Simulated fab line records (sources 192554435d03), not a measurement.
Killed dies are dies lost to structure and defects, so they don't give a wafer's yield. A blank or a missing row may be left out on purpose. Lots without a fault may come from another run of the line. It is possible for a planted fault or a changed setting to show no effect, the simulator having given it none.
Problem report in the 8D (eight disciplines) form, filled by code    flow n5Finfet    the parts of the form that need people (team, actions taken, sign-off) are left out

== 1. THE ISSUE ==
COMB_M2 at N5_BEOL_M4_RC_MEAS_101 reads a mean of 1.1e-09 S/m on 2 wafers of 2 lots; wafers without a fault read 5.4e-11 S/m with a standard deviation of 1.1e-11. Measured from the usual mean, that is +95 standard deviations.
Earliest sighting: wafer L654.1 on prober-01 at day 11 11:38. At this step, 24 wafers from 9 lots have a number in the record. By rule, "out" or "out of limits" means more than 4 standard deviations away from the usual mean. The other wafers with a number count as sound.

== 2. WHAT IT IS AND WHAT IT IS NOT ==
question                      is                         is not
which readings at this step   COMB_M2, COMB_M2_max_site  DIBL_N, DIBL_P, IOFF_N, IOFF_P, ION_N, ION_P, SS_N, SS_P, VT_N, VT_P
which lots                    L654, L659                 L644, L646, L648, L651, L652, L653, L664
which wafers of those lots    L654.1, L659.1             L654.4, L654.6, L659.6
read on which gauges          prober-01                  prober-02
when                          from day 11 11:38          up to then (19 sound wafers); but 3 sound wafers of L659, L664 came after
where on the wafer (9 sites)  all sites                  -

== 3. SUSPECTS, AND WHAT RULES EACH OUT ==
Counting: if a tool at a process step up to the reading ran every lot that is out, it stays a suspect. Sound lots after the first of them don't rule it out here, since some wafers of a struck lot are sound.
- the gauge at N5_BEOL_M4_RC_MEAS_101: kept. All the wafers that are out were read on prober-01, and no step on other tools shows them out.
- rieDiel-01 at N5_BEOL_M2_ETCH_70 (etches SOC in N2/H2, target depth 80 nm, overetch 24 nm, time 130 s): kept. It processed each lot that is out (first: L654, day 10 12:50); up to then, its last sound lot is L648 (day 8 09:32).
- rieDiel-01 at N5_BEOL_M2_VIA_ETCH_34 (etches the open film in C4F6/O2, target depth 69.4 nm, time 65.9 s): kept. It processed each lot that is out (first: L654, day 10 12:57); up to then, its last sound lot is L648 (day 8 09:38).
- aldMetal-03 at N5_BEOL_M2_ALD_84 (deposits TaN, pulse time 2 s, purge time 3 s, co reactant purge time 2 s): kept. It processed each lot that is out (first: L654, day 10 13:41); up to then, its last sound lot is L652 (day 10 11:11).
- Within aldMetal-03 at N5_BEOL_M2_ALD_84: the wafers that are out ran in chambers 2, 3; their sound lot-mates ran in chambers 0, 1.
Left after counting: rieDiel-01 at N5_BEOL_M2_ETCH_70, rieDiel-01 at N5_BEOL_M2_VIA_ETCH_34, aldMetal-03 at N5_BEOL_M2_ALD_84, prober-01 at N5_BEOL_M4_RC_MEAS_101.

== 4. THE CAUSE (what the simulator had put in) ==
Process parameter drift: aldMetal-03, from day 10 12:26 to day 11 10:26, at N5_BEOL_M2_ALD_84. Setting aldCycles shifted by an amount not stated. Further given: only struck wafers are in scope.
Counting leaves 4 suspects; this tool is one of them.

== 5. SEQUENCE OF EFFECTS, ordered by route ==
Each row: a reading where the mean over the struck wafers with a number is more than 3 standard deviations away from the usual. Only readings whose record carries a usual standard deviation are examined. hours: median over the lots of the time between each lot's start at the first step of this table that gives one and its start at this step. sigmas: the change, counted in usual standard deviations.
hours  step                     reading             usual        on struck wafers  change    sigmas
0      N5_BEOL_M4_RC_MEAS_101   COMB_M2             5.4e-11 S/m  1.1e-09           +1.0e-09  +95
0      N5_BEOL_M4_RC_MEAS_101   COMB_M2_max_site    7.8e-11 S/m  1.7e-09           +1.6e-09  +83
113    N5_PASSIVATION_PROBE_49  defectLimitedYield  91.3 %       44.3              -47.0     -31
113    N5_PASSIVATION_PROBE_49  killed_at_M0_to_M3  31           590               +559      +51
113    N5_PASSIVATION_PROBE_49  killedDies          103          657               +554      +31
113    N5_PASSIVATION_PROBE_49  killedOnRim         14           82                +68       +15
113    N5_PASSIVATION_PROBE_49  sort_bin_4_leakage  0.00 %       47.46             +47.46    +99 or more
113    N5_PASSIVATION_PROBE_49  sortNPass           1077         523               -554      -31
113    N5_PASSIVATION_PROBE_49  sortYieldPct        91.3 %       44.3              -47.0     -31
Process steps it contains:
- N5_PASSIVATION_PROBE_49

== 6. HOW IT WOULD HAVE BEEN CAUGHT EARLIER ==
23 hours passed between the start of the fault at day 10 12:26 and the first reading out of limits at a measuring or inspecting step in this record, taken at day 11 11:38.
Of the tool readings at N5_BEOL_M2_ALD_84 for which the record gives a usual standard deviation, none was out on any struck wafer, so an alarm limit of 4 standard deviations on them would not have fired.
By day 11 11:38, every lot that is out (2) had started N5_BEOL_M2_ALD_84 on aldMetal-03. Tool hold at that time: it would have spared none of them.
